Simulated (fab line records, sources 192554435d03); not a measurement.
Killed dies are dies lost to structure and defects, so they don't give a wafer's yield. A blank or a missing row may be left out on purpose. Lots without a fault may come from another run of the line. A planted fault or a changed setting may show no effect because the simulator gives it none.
Which tool did it? | flow n5_finfet | 23 lots, 69 wafers sampled, at 6 steps of a route of 1938

WHAT THE GAUGES READ, wafer by wafer
The record holds no reading of a measuring or inspecting step that can be judged against a usual standard deviation.

WHICH TOOL RAN EACH LOT (tool, then ch and the chambers of the sampled wafers, then the start)
lot  | N5_BEOL_M3_VIA_ETCH_34             | N5_BEOL_M3_TRENCH_ETCH_37                     | N5_BEOL_M3_ETCH_41                            | N5_BEOL_M3_ANNEAL_49         | N5_BEOL_M3_SPUTTER_94        | N5_BEOL_M4_PECVD_72
L075 | rie_diel-02 ch 0,1,2, day 8 08:16  | rie_diel-02 ch 0,1,2, day 8 10:58 or earlier  | rie_diel-02 ch 0,1,2, day 8 10:58 or earlier  | pvd_sputter-02, day 8 10:58  | pvd_sputter-02, day 8 12:25  | pecvd-04 ch 1,2, day 8 13:53
L076 | rie_diel-06 ch 1,3, day 8 12:05    | rie_diel-06 ch 1,3, day 8 13:37 or earlier    | rie_diel-06 ch 1,3, day 8 13:37 or earlier    | pvd_sputter-01, day 8 13:37  | pvd_sputter-01, day 8 15:05  | pecvd-02 ch 0,1,2, day 8 16:31
L079 | rie_diel-02 ch 0,1,2, day 8 16:22  | rie_diel-02 ch 0,1,2, day 8 19:22 or earlier  | rie_diel-02 ch 0,1,2, day 8 19:22 or earlier  | pvd_sputter-02, day 8 19:22  | pvd_sputter-02, day 8 20:49  | pecvd-01 ch 0,1,2, day 8 22:25
L077 | rie_diel-02 ch 0,3, day 8 20:54    | rie_diel-02 ch 0,3, day 8 22:12 or earlier    | rie_diel-02 ch 0,3, day 8 22:12 or earlier    | pvd_sputter-02, day 8 22:12  | pvd_sputter-02, day 8 23:40  | pecvd-04 ch 0,1,2, day 9 01:05
L078 | rie_diel-05 ch 1,2,3, day 8 21:57  | rie_diel-05 ch 1,2,3, day 9 00:43 or earlier  | rie_diel-05 ch 1,2,3, day 9 00:43 or earlier  | pvd_sputter-03, day 9 00:43  | pvd_sputter-03, day 9 02:11  | pecvd-01 ch 0,2, day 9 03:40
L081 | rie_diel-02 ch 1,3, day 9 14:13    | rie_diel-02 ch 1,3, day 9 16:56 or earlier    | rie_diel-02 ch 1,3, day 9 16:56 or earlier    | pvd_sputter-03, day 9 16:56  | pvd_sputter-03, day 9 18:24  | pecvd-01 ch 0,2, day 9 20:04
L080 | rie_diel-02 ch 1,2, day 9 22:20    | rie_diel-02 ch 1,2, day 10 00:32 or earlier   | rie_diel-02 ch 1,2, day 10 00:32 or earlier   | pvd_sputter-02, day 10 00:32 | pvd_sputter-02, day 10 02:00 | pecvd-02 ch 0,1,2, day 10 04:02
L083 | rie_diel-02 ch 0,1,3, day 10 06:02 | rie_diel-02 ch 0,1,3, day 10 07:39 or earlier | rie_diel-02 ch 0,1,3, day 10 07:39 or earlier | pvd_sputter-02, day 10 07:39 | pvd_sputter-02, day 10 09:07 | pecvd-02 ch 0,1,2, day 10 10:35
L082 | rie_diel-05 ch 0,2,3, day 11 00:57 | rie_diel-05 ch 0,2,3, day 11 02:34 or earlier | rie_diel-05 ch 0,2,3, day 11 02:34 or earlier | pvd_sputter-01, day 11 02:34 | pvd_sputter-01, day 11 04:02 | pecvd-01 ch 0,1,2, day 11 05:39
L084 | rie_diel-02 ch 0,1,2, day 11 05:57 | rie_diel-02 ch 0,1,2, day 11 07:32 or earlier | rie_diel-02 ch 0,1,2, day 11 07:32 or earlier | pvd_sputter-02, day 11 07:32 | pvd_sputter-02, day 11 09:00 | pecvd-01 ch 1,2, day 11 13:35
L085 | rie_diel-06 ch 0,1,3, day 11 06:11 | rie_diel-06 ch 0,1,3, day 11 09:15 or earlier | rie_diel-06 ch 0,1,3, day 11 09:15 or earlier | pvd_sputter-01, day 11 09:15 | pvd_sputter-01, day 11 10:43 | pecvd-01 ch 0,2, day 11 13:48
L086 | rie_diel-02 ch 1,2, day 11 10:00   | rie_diel-02 ch 1,2, day 11 12:07 or earlier   | rie_diel-02 ch 1,2, day 11 12:07 or earlier   | pvd_sputter-01, day 11 12:07 | pvd_sputter-01, day 11 13:34 | pecvd-04 ch 0,1,2, day 11 15:04
L087 | rie_diel-06 ch 0,1,3, day 11 10:58 | rie_diel-06 ch 0,1,3, day 11 12:48 or earlier | rie_diel-06 ch 0,1,3, day 11 12:48 or earlier | pvd_sputter-02, day 11 12:48 | pvd_sputter-02, day 11 14:16 | pecvd-02 ch 0,1,2, day 11 16:14
L089 | rie_diel-05 ch 0,1,3, day 11 15:44 | rie_diel-05 ch 0,1,3, day 11 17:15 or earlier | rie_diel-05 ch 0,1,3, day 11 17:15 or earlier | pvd_sputter-01, day 11 17:15 | pvd_sputter-01, day 11 18:43 | pecvd-01 ch 1,2, day 11 20:17
L088 | rie_diel-02 ch 0,1,3, day 12 00:44 | rie_diel-02 ch 0,1,3, day 12 03:45 or earlier | rie_diel-02 ch 0,1,3, day 12 03:45 or earlier | pvd_sputter-03, day 12 03:45 | pvd_sputter-03, day 12 05:13 | pecvd-02 ch 0,1,2, day 12 07:43
L090 | rie_diel-06 ch 0,1,3, day 12 04:58 | rie_diel-06 ch 0,1,3, day 12 08:05 or earlier | rie_diel-06 ch 0,1,3, day 12 08:05 or earlier | pvd_sputter-01, day 12 08:05 | pvd_sputter-01, day 12 09:32 | pecvd-04 ch 1,2, day 12 11:31
L091 | rie_diel-02 ch 0,1,2, day 12 10:20 | rie_diel-02 ch 0,1,2, day 12 13:16 or earlier | rie_diel-02 ch 0,1,2, day 12 13:16 or earlier | pvd_sputter-03, day 12 13:16 | pvd_sputter-03, day 12 14:44 | pecvd-01 ch 0,1, day 12 16:13
L093 | rie_diel-02 ch 0,1,3, day 12 21:04 | rie_diel-02 ch 0,1,3, day 12 22:28 or earlier | rie_diel-02 ch 0,1,3, day 12 22:28 or earlier | pvd_sputter-01, day 12 22:28 | pvd_sputter-01, day 12 23:55 | pecvd-02 ch 0,1,2, day 13 03:40
L092 | rie_diel-05 ch 0,1, day 12 21:05   | rie_diel-05 ch 0,1, day 13 00:18 or earlier   | rie_diel-05 ch 0,1, day 13 00:18 or earlier   | pvd_sputter-01, day 13 00:18 | pvd_sputter-01, day 13 01:46 | pecvd-02 ch 0,1, day 13 03:32
L094 | rie_diel-05 ch 1,3, day 13 02:05   | rie_diel-05 ch 1,3, day 13 03:37 or earlier   | rie_diel-05 ch 1,3, day 13 03:37 or earlier   | pvd_sputter-03, day 13 03:37 | pvd_sputter-03, day 13 05:04 | pecvd-01 ch 0,1,2, day 13 06:31
L095 | rie_diel-06 ch 1,2, day 14 10:40   | rie_diel-06 ch 1,2, day 14 12:11 or earlier   | rie_diel-06 ch 1,2, day 14 12:11 or earlier   | pvd_sputter-03, day 14 12:11 | pvd_sputter-03, day 14 13:38 | pecvd-02 ch 0,1, day 14 15:05
L096 | rie_diel-05 ch 1,2, day 14 15:53   | rie_diel-05 ch 1,2, day 14 17:28 or earlier   | rie_diel-05 ch 1,2, day 14 17:28 or earlier   | pvd_sputter-01, day 14 17:28 | pvd_sputter-01, day 14 18:56 | pecvd-01 ch 0,1, day 14 20:22
L097 | rie_diel-06 ch 0,2, day 14 20:52   | rie_diel-06 ch 0,2, day 14 22:29 or earlier   | rie_diel-06 ch 0,2, day 14 22:29 or earlier   | pvd_sputter-01, day 14 22:29 | pvd_sputter-01, day 14 23:56 | pecvd-04 ch 0,1, day 15 01:27
- N5_BEOL_M3_VIA_ETCH_34: etches the open film in C4F6/O2, target depth 69.4 nm, time 65.9 s.
- N5_BEOL_M3_TRENCH_ETCH_37: etches SiOC in C4F6/O2, target depth 55.555 nm, time 29.2 s.
- N5_BEOL_M3_ETCH_41: etches SiCN in CH3F/O2, target depth 29.9 nm, time 52.5 s.
- N5_BEOL_M3_ANNEAL_49: time 240 s.
- N5_BEOL_M3_SPUTTER_94: material Cu, target thk 4.5 nm, time 8.29 s.
- N5_BEOL_M4_PECVD_72: deposits SiO2 from TEOS/O2, target thk 16 nm, time 18 s.

WHAT THE TOOLS THEMSELVES READ (means of the sampled wafers that have a number; where no wafer has one, the mark that the record gives instead)
N5_BEOL_M3_VIA_ETCH_34.
lot  | tool        | drypump_motor_current_A (A) | oes_f_703_au (a.u.) | oes_product_au (a.u.) | rf_vpp_V (V) | showerhead_plenum_p_Torr (Torr) | throttle_valve_pct (%)
L075 | rie_diel-02 | 6.1                         | 0.83                | 0.84                  | 673          | 2.93                            | 30.70
L076 | rie_diel-06 | 5.6                         | 0.80                | 0.81                  | 665          | 2.76                            | 30.83
L079 | rie_diel-02 | 6.1                         | 0.82                | 0.84                  | 674          | 2.93                            | 30.71
L077 | rie_diel-02 | 5.1                         | 0.82                | 0.83                  | 670          | 2.79                            | 30.32
L078 | rie_diel-05 | 5.7                         | 0.80                | 0.80                  | 665          | 2.86                            | 30.41
L081 | rie_diel-02 | 5.8                         | 0.84                | 0.85                  | 670          | 2.93                            | 30.68
L080 | rie_diel-02 | 6.3                         | 0.83                | 0.85                  | 673          | 2.97                            | 30.87
L083 | rie_diel-02 | 5.6                         | 0.81                | 0.83                  | 670          | 2.88                            | 30.52
L082 | rie_diel-05 | 5.4                         | 0.79                | 0.79                  | 669          | 2.89                            | 30.46
L084 | rie_diel-02 | 6.1                         | 0.80                | 0.82                  | 674          | 2.92                            | 30.72
L085 | rie_diel-06 | 5.8                         | 0.76                | 0.75                  | 663          | 2.77                            | 30.71
L086 | rie_diel-02 | 6.2                         | 0.80                | 0.82                  | 677          | 2.93                            | 30.88
L087 | rie_diel-06 | 5.7                         | 0.75                | 0.75                  | 664          | 2.77                            | 30.71
L089 | rie_diel-05 | 5.6                         | 0.75                | 0.74                  | 665          | 2.90                            | 30.33
L088 | rie_diel-02 | 5.6                         | 0.80                | 0.81                  | 670          | 2.88                            | 30.53
L090 | rie_diel-06 | 5.8                         | 0.75                | 0.74                  | 663          | 2.76                            | 30.72
L091 | rie_diel-02 | 6.1                         | 0.79                | 0.80                  | 674          | 2.92                            | 30.73
L093 | rie_diel-02 | 5.6                         | 0.80                | 0.81                  | 669          | 2.87                            | 30.56
L092 | rie_diel-05 | 5.7                         | 0.74                | 0.73                  | 661          | 2.86                            | 30.38
L094 | rie_diel-05 | 5.9                         | 0.74                | 0.73                  | 665          | 2.90                            | 30.28
L095 | rie_diel-06 | 6.1                         | 0.87                | 0.88                  | 664          | 2.76                            | 30.71
L096 | rie_diel-05 | 5.8                         | 0.76                | 0.76                  | 659          | 2.80                            | 30.48
L097 | rie_diel-06 | 6.3                         | 0.95                | 0.94                  | 658          | 2.79                            | 30.41

N5_BEOL_M3_TRENCH_ETCH_37.
lot  | tool        | drypump_motor_current_A (A) | oes_f_703_au (a.u.) | oes_product_au (a.u.) | rf_vpp_V (V) | showerhead_plenum_p_Torr (Torr) | throttle_valve_pct (%)
L075 | rie_diel-02 | 6.1                         | 0.83                | 0.85                  | 674          | 2.94                            | 20.75
L076 | rie_diel-06 | 5.6                         | 0.80                | 0.81                  | 666          | 2.76                            | 20.92
L079 | rie_diel-02 | 6.1                         | 0.83                | 0.84                  | 674          | 2.93                            | 20.76
L077 | rie_diel-02 | 5.1                         | 0.81                | 0.83                  | 671          | 2.80                            | 20.49
L078 | rie_diel-05 | 5.7                         | 0.80                | 0.80                  | 664          | 2.86                            | 20.55
L081 | rie_diel-02 | 5.8                         | 0.84                | 0.85                  | 670          | 2.94                            | 20.71
L080 | rie_diel-02 | 6.3                         | 0.84                | 0.85                  | 673          | 2.98                            | 20.86
L083 | rie_diel-02 | 5.6                         | 0.82                | 0.83                  | 670          | 2.89                            | 20.62
L082 | rie_diel-05 | 5.4                         | 0.78                | 0.79                  | 669          | 2.89                            | 20.62
L084 | rie_diel-02 | 6.1                         | 0.80                | 0.81                  | 673          | 2.93                            | 20.78
L085 | rie_diel-06 | 5.7                         | 0.76                | 0.76                  | 663          | 2.77                            | 20.85
L086 | rie_diel-02 | 6.2                         | 0.80                | 0.82                  | 677          | 2.93                            | 20.92
L087 | rie_diel-06 | 5.7                         | 0.76                | 0.76                  | 664          | 2.77                            | 20.86
L089 | rie_diel-05 | 5.6                         | 0.75                | 0.74                  | 666          | 2.91                            | 20.59
L088 | rie_diel-02 | 5.6                         | 0.80                | 0.81                  | 669          | 2.88                            | 20.64
L090 | rie_diel-06 | 5.8                         | 0.75                | 0.74                  | 664          | 2.77                            | 20.87
L091 | rie_diel-02 | 6.1                         | 0.80                | 0.81                  | 673          | 2.92                            | 20.79
L093 | rie_diel-02 | 5.7                         | 0.80                | 0.81                  | 669          | 2.88                            | 20.63
L092 | rie_diel-05 | 5.7                         | 0.74                | 0.74                  | 661          | 2.86                            | 20.62
L094 | rie_diel-05 | 5.9                         | 0.74                | 0.74                  | 666          | 2.90                            | 20.54
L095 | rie_diel-06 | 6.1                         | 0.87                | 0.88                  | 665          | 2.77                            | 20.75
L096 | rie_diel-05 | 5.8                         | 0.76                | 0.75                  | 660          | 2.80                            | 20.65
L097 | rie_diel-06 | 6.3                         | 0.95                | 0.94                  | 658          | 2.80                            | 20.50

N5_BEOL_M3_ETCH_41.
lot  | tool        | drypump_motor_current_A (A) | oes_product_au (a.u.) | rf_vpp_V (V) | showerhead_plenum_p_Torr (Torr) | throttle_valve_pct (%)
L075 | rie_diel-02 | 6.1                         | 0.84                  | 298.4        | 2.07                            | 16.15
L076 | rie_diel-06 | 5.6                         | 0.80                  | 295.2        | 1.94                            | 16.37
L079 | rie_diel-02 | 6.1                         | 0.84                  | 298.6        | 2.07                            | 16.17
L077 | rie_diel-02 | 5.1                         | 0.83                  | 296.9        | 1.97                            | 15.98
L078 | rie_diel-05 | 5.7                         | 0.80                  | 297.3        | 2.01                            | 16.06
L081 | rie_diel-02 | 5.8                         | 0.85                  | 297.9        | 2.06                            | 16.12
L080 | rie_diel-02 | 6.3                         | 0.85                  | 299.1        | 2.10                            | 16.25
L083 | rie_diel-02 | 5.6                         | 0.82                  | 297.6        | 2.03                            | 16.08
L082 | rie_diel-05 | 5.4                         | 0.78                  | 298.7        | 2.03                            | 16.12
L084 | rie_diel-02 | 6.1                         | 0.82                  | 298.2        | 2.06                            | 16.20
L085 | rie_diel-06 | 5.8                         | 0.75                  | 296.6        | 1.94                            | 16.34
L086 | rie_diel-02 | 6.2                         | 0.82                  | 298.7        | 2.06                            | 16.32
L087 | rie_diel-06 | 5.7                         | 0.75                  | 296.2        | 1.94                            | 16.33
L089 | rie_diel-05 | 5.6                         | 0.74                  | 298.3        | 2.04                            | 16.12
L088 | rie_diel-02 | 5.6                         | 0.81                  | 297.6        | 2.03                            | 16.09
L090 | rie_diel-06 | 5.7                         | 0.74                  | 295.8        | 1.94                            | 16.34
L091 | rie_diel-02 | 6.1                         | 0.81                  | 298.1        | 2.06                            | 16.22
L093 | rie_diel-02 | 5.6                         | 0.81                  | 298.0        | 2.02                            | 16.10
L092 | rie_diel-05 | 5.7                         | 0.73                  | 298.0        | 2.01                            | 16.15
L094 | rie_diel-05 | 5.9                         | 0.73                  | 298.3        | 2.04                            | 16.09
L095 | rie_diel-06 | 6.1                         | 0.88                  | 296.7        | 1.95                            | 16.20
L096 | rie_diel-05 | 5.8                         | 0.76                  | 296.3        | 1.97                            | 16.15
L097 | rie_diel-06 | 6.3                         | 0.95                  | 296.2        | 1.97                            | 15.91

N5_BEOL_M3_ANNEAL_49.
lot  | tool           | heater_power_w (W)
L075 | pvd_sputter-02 | 849
L076 | pvd_sputter-01 | 819
L079 | pvd_sputter-02 | 826
L077 | pvd_sputter-02 | 856
L078 | pvd_sputter-03 | 849
L081 | pvd_sputter-03 | 834
L080 | pvd_sputter-02 | 837
L083 | pvd_sputter-02 | 878
L082 | pvd_sputter-01 | 801
L084 | pvd_sputter-02 | 856
L085 | pvd_sputter-01 | 793
L086 | pvd_sputter-01 | 803
L087 | pvd_sputter-02 | 861
L089 | pvd_sputter-01 | 794
L088 | pvd_sputter-03 | 810
L090 | pvd_sputter-01 | 845
L091 | pvd_sputter-03 | 790
L093 | pvd_sputter-01 | 825
L092 | pvd_sputter-01 | 758
L094 | pvd_sputter-03 | 819
L095 | pvd_sputter-03 | 817
L096 | pvd_sputter-01 | 801
L097 | pvd_sputter-01 | 821

N5_BEOL_M3_SPUTTER_94.
lot  | tool           | substrate_temp_c (C) | throttle_valve_pct (%)
L075 | pvd_sputter-02 | -19.88               | 29.8
L076 | pvd_sputter-01 | -20.09               | 31.0
L079 | pvd_sputter-02 | -19.98               | 29.8
L077 | pvd_sputter-02 | -19.89               | 29.9
L078 | pvd_sputter-03 | -20.09               | 30.2
L081 | pvd_sputter-03 | -19.98               | 30.1
L080 | pvd_sputter-02 | -19.89               | 29.8
L083 | pvd_sputter-02 | -20.02               | 30.6
L082 | pvd_sputter-01 | -20.00               | 31.1
L084 | pvd_sputter-02 | -19.95               | 30.3
L085 | pvd_sputter-01 | -19.97               | 31.2
L086 | pvd_sputter-01 | -20.06               | 31.2
L087 | pvd_sputter-02 | -19.98               | 29.9
L089 | pvd_sputter-01 | -20.04               | 31.5
L088 | pvd_sputter-03 | -20.00               | 30.1
L090 | pvd_sputter-01 | -19.91               | 30.8
L091 | pvd_sputter-03 | -19.98               | 30.3
L093 | pvd_sputter-01 | -19.95               | 31.0
L092 | pvd_sputter-01 | -19.97               | 31.3
L094 | pvd_sputter-03 | -19.94               | 29.7
L095 | pvd_sputter-03 | -20.03               | 30.3
L096 | pvd_sputter-01 | -20.03               | 30.9
L097 | pvd_sputter-01 | -20.01               | 30.7

N5_BEOL_M4_PECVD_72.
lot  | tool     | heater_power_w (W) | showerhead_plenum_p_Torr (Torr) | showerhead_vpp_V (V) | throttle_valve_pct (%)
L075 | pecvd-04 | 698                | 8.76                            | 1289                 | 21.9
L076 | pecvd-02 | 717                | 8.79                            | 1289                 | 22.1
L079 | pecvd-01 | 691                | 8.77                            | 1298                 | 23.2
L077 | pecvd-04 | 754                | 8.78                            | 1272                 | 22.5
L078 | pecvd-01 | 695                | 8.81                            | 1324                 | 21.7
L081 | pecvd-01 | 661                | 8.77                            | 1333                 | 22.2
L080 | pecvd-02 | 710                | 8.77                            | 1300                 | 22.1
L083 | pecvd-02 | 713                | 8.77                            | 1308                 | 22.0
L082 | pecvd-01 | 696                | 8.77                            | 1307                 | 23.2
L084 | pecvd-01 | 692                | 8.77                            | 1292                 | 24.2
L085 | pecvd-01 | 670                | 8.79                            | 1309                 | 22.2
L086 | pecvd-04 | 692                | 8.79                            | 1269                 | 22.4
L087 | pecvd-02 | 734                | 8.78                            | 1288                 | 22.1
L089 | pecvd-01 | 712                | 8.78                            | 1304                 | 24.1
L088 | pecvd-02 | 708                | 8.78                            | 1300                 | 22.0
L090 | pecvd-04 | 761                | 8.75                            | 1222                 | 22.6
L091 | pecvd-01 | 653                | 8.75                            | 1287                 | 24.6
L093 | pecvd-02 | 710                | 8.79                            | 1284                 | 22.0
L092 | pecvd-02 | 724                | 8.79                            | 1297                 | 21.7
L094 | pecvd-01 | 713                | 8.77                            | 1310                 | 23.2
L095 | pecvd-02 | 775                | 8.81                            | 1271                 | 21.9
L096 | pecvd-01 | 683                | 8.75                            | 1300                 | 23.8
L097 | pecvd-04 | 676                | 8.81                            | 1347                 | 22.0

THE ANSWER, worked out from the rows above alone
Rule: what is usual is taken from the lots themselves. Put in order of their means at a reading, lots are off if they are a third of the lots or fewer, leave a main group of 4 or more, and stand apart from it by a gap of 3 or more times the standard deviation of the main group's means; of several such gaps the widest counts. A main group whose means are all the same, to the digits that the tables above print for the reading, isn't used. A lot without any number at a reading at which 4 lots or more have one is off too. The other lots that the step has rows for count as sound. The gauges are gone through in route order, then the tools' own readings, and for those a lot's mean is taken as printed above. The first step at which some lot is off is used, and at that step the reading that is off furthest; a lot without a number counts as furthest.
No lot is off at any reading shown: from this, nothing can be told.

WHAT THE SIMULATOR HAD PUT IN
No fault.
